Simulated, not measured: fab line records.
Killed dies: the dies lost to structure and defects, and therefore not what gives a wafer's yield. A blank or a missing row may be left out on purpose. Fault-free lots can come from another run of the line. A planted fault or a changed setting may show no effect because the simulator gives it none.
fab line records	flow nand_harc
record lots=12	wafers=36	last_day=24
route steps=1159 shown P_BONDPAD@353 A_ZERO_WELL@403 END@1159
lots that met no fault: from a run of the same line without faults
start_h: start of the lot's first displayed wafer, in hours after the record's first day	wait_h: hours from the lot's prior step to this one	" the same as in the row above	L1.1+2: a single row standing in for several wafers	- no value present, or no start provided	* or withheld: withheld	< > ~ a bound
route shown NAME@n: a module of which the file shows steps, and the number in the route of the first	usual: mean/standard deviation taken from wafers without a fault	same: alike in all rows	chamber/n: place in a boat	sites: per-site readings	_std_site: the values' standard deviation	_edge_site: the outer-site mean with the inner-site mean subtracted	radius_mm: how far each site lies from the wafer's centre	mask NAME#n: copy n	behind: the last tool/chamber to shape the wafer	hold: reason for holding the lot/hours on hold/outcome of the hold	device: the transistor (n, p or np) that didn't switch	end of line: at the end of the route, the tests of the same wafers	step lacking rows: just its recipe	killed: the dies lost at the first sort to structure and to defects; this is not the yield of the wafer	map: shows each die of a wafer: x if killed, . if not, _ if none is there
set.NAME: the setting as run; set.NAME@STEP: as run at that earlier step	model.NAME: the simulator's own value behind a step, which no gauge read
one table for each step of the route and one row for each wafer, over a sample of lots
services: a tool's chamber out of use, with start hour (start_h, from the record's first day; less than 0 if before it), hours out, and reason
## steps
# step NHARC_P_BONDPAD_THK_MEAS_33
# recipe thk_meas_gauge=ellipsometry
# usual thk_nm=200.2/1.4
lot.wafer	tool	chamber	start_h	wait_h	thk_nm
L694.1	film_metro-02	-	118.43	0.2	198.9
L694.3	"	-	"	"	200.7
L694.5	"	-	"	"	200.7
L698.1	film_metro-01	-	151.85	0.2	201.4
L698.4	"	-	"	"	199.9
L698.6	"	-	"	"	201.8
L696.2	film_metro-01	-	152.30	0.2	199.3
L696.3	"	-	"	"	202.3
L696.6	"	-	"	"	201.3
L697.1	film_metro-01	-	152.67	0.1	200.1
L697.2	"	-	"	"	199.5
L697.3	"	-	"	"	200.5
L700.1	film_metro-01	-	160.89	0.2	200.4
L700.4	"	-	"	"	201.2
L700.5	"	-	"	"	199.1
L702.2	film_metro-02	-	171.18	0.2	201.8
L702.5	"	-	"	"	199.4
L702.6	"	-	"	"	203.0
L705.2	film_metro-02	-	189.06	0.2	200.3
L705.3	"	-	"	"	198.8
L705.6	"	-	"	"	200.9
L704.3	film_metro-02	-	192.02	0.2	200.3
L704.4	"	-	"	"	200.4
L704.5	"	-	"	"	201.7
L708.1	film_metro-02	-	213.23	0.2	201.4
L708.2	"	-	"	"	199.8
L708.4	"	-	"	"	201.0
L710.4	film_metro-01	-	232.22	0.2	199.4
L710.5	"	-	"	"	199.0
L710.6	"	-	"	"	201.5
L714.1	film_metro-01	-	248.80	0.2	197.2
L714.2	"	-	"	"	199.4
L714.3	"	-	"	"	198.9
L717.1	film_metro-02	-	263.08	0.1	199.6
L717.4	"	-	"	"	199.1
L717.5	"	-	"	"	199.6
# step NHARC_P_BONDPAD_OVL_MEAS_38
# usual overlay_x_nm=2/4.6	overlay_y_nm=2/6.1
lot.wafer	tool	chamber	start_h	wait_h	overlay_x_nm	overlay_y_nm
L694.1	overlay-01	-	119.08	-	-1	15
L694.3	"	-	"	"	0	15
L694.5	"	-	"	"	0	15
L698.1	overlay-02	-	152.38	-	2	4
L698.4	"	-	"	"	2	4
L698.6	"	-	"	"	3	4
L696.2	overlay-02	-	152.97	-	3	-1
L696.3	"	-	"	"	3	-1
L696.6	"	-	"	"	3	-1
L697.1	overlay-01	-	153.33	-	8	-1
L697.2	"	-	"	"	9	-1
L697.3	"	-	"	"	8	-1
L700.1	overlay-01	-	161.55	-	0	14
L700.4	"	-	"	"	0	13
L700.5	"	-	"	"	1	13
L702.2	overlay-01	-	171.85	-	10	-6
L702.5	"	-	"	"	11	-5
L702.6	"	-	"	"	11	-5
L705.2	overlay-02	-	189.72	-	-2	3
L705.3	"	-	"	"	-2	3
L705.6	"	-	"	"	-2	3
L704.3	overlay-02	-	192.68	-	-6	-1
L704.4	"	-	"	"	-6	-1
L704.5	"	-	"	"	-6	-1
L708.1	overlay-01	-	213.89	-	3	-4
L708.2	"	-	"	"	3	-4
L708.4	"	-	"	"	3	-4
L710.4	overlay-02	-	232.88	-	1	-2
L710.5	"	-	"	"	1	-2
L710.6	"	-	"	"	2	-2
L714.1	overlay-01	-	249.32	-	1	0
L714.2	"	-	"	"	1	0
L714.3	"	-	"	"	1	0
L717.1	overlay-01	-	263.74	-	-2	-7
L717.4	"	-	"	"	-1	-8
L717.5	"	-	"	"	-1	-7
# step NHARC_A_ZERO_WELL_DESCUM_12
# recipe time_s=3	o2_flow_sccm=200	ar_flow_sccm=0	bias_power_w=0	chemistry=O2
# usual drypump_motor_current_A=5.7/0.48	o2_flow_sccm=200.1/0.6	oes_product_au=0.994/0.016	rf_vpp_V=57.8/0.9	showerhead_plenum_p_Torr=1.93/0.094	throttle_valve_pct=11.310/0.0091
lot.wafer	tool	chamber	start_h	wait_h	drypump_motor_current_A	o2_flow_sccm	oes_product_au	rf_hours_counter_h	rf_vpp_V	showerhead_plenum_p_Torr	throttle_valve_pct
L694.3	rie_diel-07	3	123.11	-	6.5	200.5	0.981	7	58.4	2.03	11.303
L694.1	"	1	"	"	5.6	200.5	0.980	5	58.1	2.04	11.321
L694.5	"	3	"	"	6.5	201.0	0.985	-	57.2	2.03	11.314
L698.1	rie_diel-04	1	156.74	-	6.4	201.4	0.993	3	59.1	2.06	11.313
L698.4	"	3	"	"	5.4	198.7	0.987	-	57.7	1.80	11.308
L698.6	"	1	"	"	6.4	200.7	1.012	-	58.5	2.06	11.313
L696.2	rie_diel-09	0	157.31	-	5.8	200.4	1.002	8	56.1	1.83	11.302
L696.3	"	2	"	"	6.1	199.7	1.004	7	57.3	1.88	11.323
L696.6	"	0	"	"	5.8	200.0	1.018	-	58.0	1.83	11.301
L697.3	rie_diel-04	1	157.60	-	6.4	200.5	1.004	3	57.5	2.06	11.301
L697.2	"	3	"	"	5.4	200.6	0.978	4	57.6	1.80	11.307
L697.1	"	0	"	"	5.1	199.7	0.990	3	56.9	1.90	11.314
L700.1	rie_diel-07	2	165.69	-	5.0	199.7	1.023	7	58.5	2.05	11.303
L700.4	"	0	"	"	5.2	200.2	1.025	10	56.3	1.81	11.304
L700.5	"	2	"	"	5.0	200.5	1.030	-	59.2	2.05	11.315
L702.2	rie_diel-07	2	176.17	-	4.9	200.7	1.018	8	58.8	2.05	11.309
L702.6	"	3	"	"	6.5	200.5	0.972	-	58.3	2.03	11.316
L702.5	"	0	"	"	5.2	200.2	1.022	-	56.9	1.81	11.312
L705.2	rie_diel-04	3	193.89	-	5.4	200.4	0.985	6	56.6	1.80	11.319
L705.3	"	2	"	"	5.8	200.9	0.982	4	58.5	1.92	11.312
L705.6	"	3	"	"	5.4	199.6	0.990	-	57.0	1.80	11.320
L704.4	rie_diel-07	1	196.85	-	5.6	201.1	0.997	10	58.8	2.04	11.296
L704.3	"	3	"	"	6.5	199.7	0.982	12	57.4	2.03	11.300
L704.5	"	0	"	"	5.2	200.5	1.012	-	56.3	1.81	11.312
L708.1	rie_diel-04	1	218.08	-	6.4	200.9	0.996	7	59.9	2.06	11.316
L708.2	"	2	"	"	5.7	200.3	0.970	6	58.1	1.92	11.321
L708.4	"	3	"	"	5.4	199.9	0.995	8	58.0	1.80	11.317
L710.4	rie_diel-09	0	237.03	-	5.8	198.7	0.998	17	57.5	1.83	11.317
L710.5	"	3	"	"	5.9	200.7	0.976	-	59.0	1.89	11.316
L710.6	"	0	"	"	5.8	198.6	1.011	-	58.0	1.83	11.312
L714.3	rie_diel-09	3	253.68	-	5.9	200.3	0.966	19	57.9	1.88	11.319
L714.1	"	0	"	"	5.8	199.1	1.002	20	57.7	1.83	11.311
L714.2	"	1	"	"	5.6	199.4	1.004	20	57.5	1.89	11.303
L717.4	rie_diel-07	0	268.00	-	5.2	200.1	0.999	2	56.7	1.80	11.307
L717.1	"	3	"	"	6.5	200.0	0.972	3	58.7	2.03	11.304
L717.5	"	0	"	"	5.2	200.6	1.002	-	57.7	1.80	11.310
# step NHARC_A_ZERO_WELL_PRECLEAN_22
# recipe time_s=60	temp_c=50	bath_age_min=0	chemistry=SC1
# usual bath_heat_duty_pct=7.1/1	temp_c=50.00/0.11
lot.wafer	tool	chamber	start_h	wait_h	bath_heat_duty_pct	temp_c
L694.1	wet_bench-09	7	124.07	0.2	5.3	49.74
L694.3	"	1	"	"	5.9	50.00
L694.5	"	2	"	"	8.0	49.97
L698.4	wet_bench-03	1	157.78	0.1	8.4	50.02
L698.6	"	2	"	"	8.4	50.12
L698.1	"	4	"	"	5.5	49.86
L696.6	wet_bench-09	3	158.28	0.0	5.7	50.01
L696.3	"	4	"	"	7.9	50.13
L696.2	"	6	"	"	8.4	49.96
L697.3	wet_bench-09	1	158.62	0.1	6.1	49.99
L697.2	"	3	"	"	6.4	49.94
L697.1	"	5	"	"	7.5	49.93
L700.1	wet_bench-03	5	166.70	0.2	7.3	50.13
L700.5	"	6	"	"	7.7	50.19
L700.4	"	7	"	"	8.1	50.07
L702.5	wet_bench-06	0	177.12	0.1	6.8	50.07
L702.2	"	3	"	"	7.8	50.10
L702.6	"	4	"	"	6.6	50.00
L705.3	wet_bench-06	4	195.35	0.1	6.2	49.97
L705.2	"	5	"	"	6.1	50.06
L705.6	"	7	"	"	7.0	49.99
L704.3	wet_bench-09	1	197.81	0.1	6.7	49.91
L704.5	"	2	"	"	7.6	49.81
L704.4	"	3	"	"	6.9	50.16
L708.1	wet_bench-06	5	219.05	0.2	6.9	49.97
L708.2	"	7	"	"	6.5	49.86
L708.4	"	0	"	"	7.4	50.02
L710.6	wet_bench-09	1	238.00	0.0	6.8	50.29
L710.5	"	2	"	"	8.1	50.08
L710.4	"	3	"	"	5.9	49.97
L714.1	wet_bench-09	4	254.68	0.2	6.8	49.96
L714.2	"	6	"	"	8.7	49.95
L714.3	"	7	"	"	5.0	49.95
L717.1	wet_bench-09	2	269.43	0.2	7.9	50.15
L717.5	"	3	"	"	6.0	49.95
L717.4	"	5	"	"	7.5	49.93
# step NHARC_A_ZERO_WELL_INSPECT_17
# usual raw_defect_count=11/6
lot.wafer	tool	chamber	start_h	wait_h	raw_defect_count
L694.1	defect_inspect-01	-	124.40	0.2	8
L694.3	"	-	"	"	17
L694.5	"	-	"	"	10
L698.1	defect_inspect-01	-	158.10	0.2	1
L698.4	"	-	"	"	15
L698.6	"	-	"	"	14
L696.2	defect_inspect-01	-	158.62	0.1	14
L696.3	"	-	"	"	8
L696.6	"	-	"	"	7
L697.1	defect_inspect-02	-	158.94	0.2	8
L697.2	"	-	"	"	15
L697.3	"	-	"	"	20
L700.1	defect_inspect-02	-	167.02	0.2	7
L700.4	"	-	"	"	6
L700.5	"	-	"	"	10
L702.2	defect_inspect-01	-	177.46	0.1	9
L702.5	"	-	"	"	11
L702.6	"	-	"	"	19
L705.2	defect_inspect-02	-	195.69	0.1	1209
L705.3	"	-	"	"	1232
L705.6	"	-	"	"	1160
L704.3	defect_inspect-01	-	198.15	0.1	15
L704.4	"	-	"	"	7
L704.5	"	-	"	"	5
L708.1	defect_inspect-02	-	219.38	0.2	1170
L708.2	"	-	"	"	1203
L708.4	"	-	"	"	1202
L710.4	defect_inspect-01	-	238.33	0.1	5
L710.5	"	-	"	"	9
L710.6	"	-	"	"	10
L714.1	defect_inspect-01	-	255.01	0.2	4
L714.2	"	-	"	"	7
L714.3	"	-	"	"	16
L717.1	defect_inspect-02	-	269.79	0.2	5
L717.4	"	-	"	"	14
L717.5	"	-	"	"	5
# step NHARC_END_SORT_01
# recipe temp_c=25
# usual killed_at_array=28/11	killed_at_other=0.5/0.87	killed_at_periphery=2.9/2.2	killed_dies=32/11	killed_open=3.2/1.9	killed_short=1.8/1.4
# same gross_dies=677
lot.wafer	tool	chamber	start_h	wait_h	killed_at_array	killed_at_other	killed_at_periphery	killed_dies	killed_open	killed_short
L705.2	prober-02	0	492.15	2.8	114	0	5	119	4	4
L705.3	prober-02	0	492.95	3.1	125	0	5	130	5	3
L705.6	prober-02	0	495.33	4.0	129	0	3	132	8	1
L708.1	prober-02	0	516.10	2.4	89	0	2	91	4	0
L708.2	prober-02	0	516.90	2.8	111	0	2	113	2	2
L708.4	prober-02	0	518.51	3.4	49	0	5	54	7	3
# killed by level:class
L705.2 A_ZERO_WELL:unspecified=72 A_CHANNEL_HOLE_D1:chamber_film_flake=18 A_SLIT:chamber_film_flake=16 A_CHANNEL_FILL_D1:geometric_particle:short=2 A_STAIRCASE:chamber_film_flake=2 P_STI:geometric_particle:open=1 P_M0:geometric_particle:short=1 P_M0:geometric_particle:open=1
L705.3 A_ZERO_WELL:unspecified=95 A_CHANNEL_HOLE_D1:chamber_film_flake=19 A_CONTACT:chamber_film_flake=3 A_SLIT:chamber_film_flake=2 P_STI:geometric_particle:open=1 P_STI:geometric_particle:short=1 P_CONTACT:geometric_particle:open=1 A_SGD_CUT:geometric_particle:open=1
L705.6 A_ZERO_WELL:unspecified=103 A_SLIT:chamber_film_flake=12 A_CHANNEL_HOLE_D1:chamber_film_flake=7 P_GATE:geometric_particle:open=2 A_ONON_D1:geometric_particle:open=2 P_STI:geometric_particle:open=1 A_SOURCE_PLATE:geometric_particle:open=1 A_CHANNEL_FILL_D1:geometric_particle:short=1
L708.1 A_ZERO_WELL:unspecified=73 A_CHANNEL_HOLE_D1:chamber_film_flake=5 A_CONTACT:chamber_film_flake=5 P_GATE:chamber_film_flake=2 A_STAIRCASE:chamber_film_flake=2 A_SGD_CUT:geometric_particle:open=1 A_WL_FILL:geometric_particle:open=1 A_CONTACT:geometric_particle:open=1
L708.2 A_ZERO_WELL:unspecified=105 A_CONTACT:chamber_film_flake=3 P_M0:geometric_particle:open=1 P_M1:geometric_particle:short=1 A_SGD_CUT:geometric_particle:short=1 A_WL_FILL:geometric_particle:open=1 A_STAIRCASE:chamber_film_flake=1
L708.4 A_ZERO_WELL:unspecified=34 A_CHANNEL_HOLE_D1:chamber_film_flake=6 A_CONTACT:geometric_particle:open=3 A_STAIRCASE:chamber_film_flake=3 P_CONTACT:geometric_particle:short=1 P_CONTACT:geometric_particle:open=1 P_M0:geometric_particle:open=1 P_M1:geometric_particle:open=1
## services
tool	chamber	start_h	hours	kind
rie_diel-07	-	101.47	1.5	repair
rie_diel-04	-	111.90	9.0	pm
wet_bench-09	-	112.80	8.0	pm
wet_bench-09	0	120.80	-	consumable_replace:bath
wet_bench-09	0	120.80	-	consumable_replace:filter
wet_bench-09	1	120.80	-	consumable_replace:bath
wet_bench-09	1	120.80	-	consumable_replace:filter
wet_bench-09	2	120.80	-	consumable_replace:bath
wet_bench-09	2	120.80	-	consumable_replace:filter
wet_bench-09	3	120.80	-	consumable_replace:bath
wet_bench-09	3	120.80	-	consumable_replace:filter
rie_diel-09	2	134.47	9.3	repair
rie_diel-04	2	140.86	2.6	repair
wet_bench-03	-	146.40	8.0	pm
rie_diel-07	0	148.06	1.9	repair
rie_diel-04	2	149.38	11.3	repair
wet_bench-06	-	157.59	8.0	pm
rie_diel-09	1	162.67	6.9	repair
rie_diel-07	0	217.04	8.9	repair
rie_diel-07	-	228.33	9.0	pm
rie_diel-04	-	236.20	1.2	repair
wet_bench-06	-	238.67	1.0	repair
rie_diel-04	-	250.73	0.4	repair
rie_diel-09	-	254.10	9.0	pm
## key
first_sign step=NHARC_A_ZERO_WELL_INSPECT_17	reading=raw_defect_count	direction=up	sigmas=99+	usual=11	struck=1196
effect step=NHARC_END_SORT_01	reading=killed_dies	direction=up	sigmas=6.8	usual=32	struck=106
more_kills_born_at NHARC_A_ZERO_WELL_PRECLEAN_22@wet_bench-06=482
met_at NHARC_A_ZERO_WELL_PRECLEAN_22
struck_lots L705,L708
tester_left_out L705,L708
not_acting_at NHARC_P_BONDPAD_THK_MEAS_33,NHARC_P_BONDPAD_OVL_MEAS_38,NHARC_A_ZERO_WELL_DESCUM_12
onset_between 177.12 195.35
fault kind=chamber_particle_source	tool=wet_bench-06	chamber=-	onset_h=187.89	steps=NHARC_A_ZERO_WELL_PRECLEAN_22	rate_per_visit_cm2=1.8712	end_h=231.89
# tester_left_out: of these lots the tester's yield and bins aren't shown, on N5 and GAA mostly nor the transistor test; their killed dies are dies lost to structure and defects alone, not to doping, threshold or leakage, so they don't give the yield
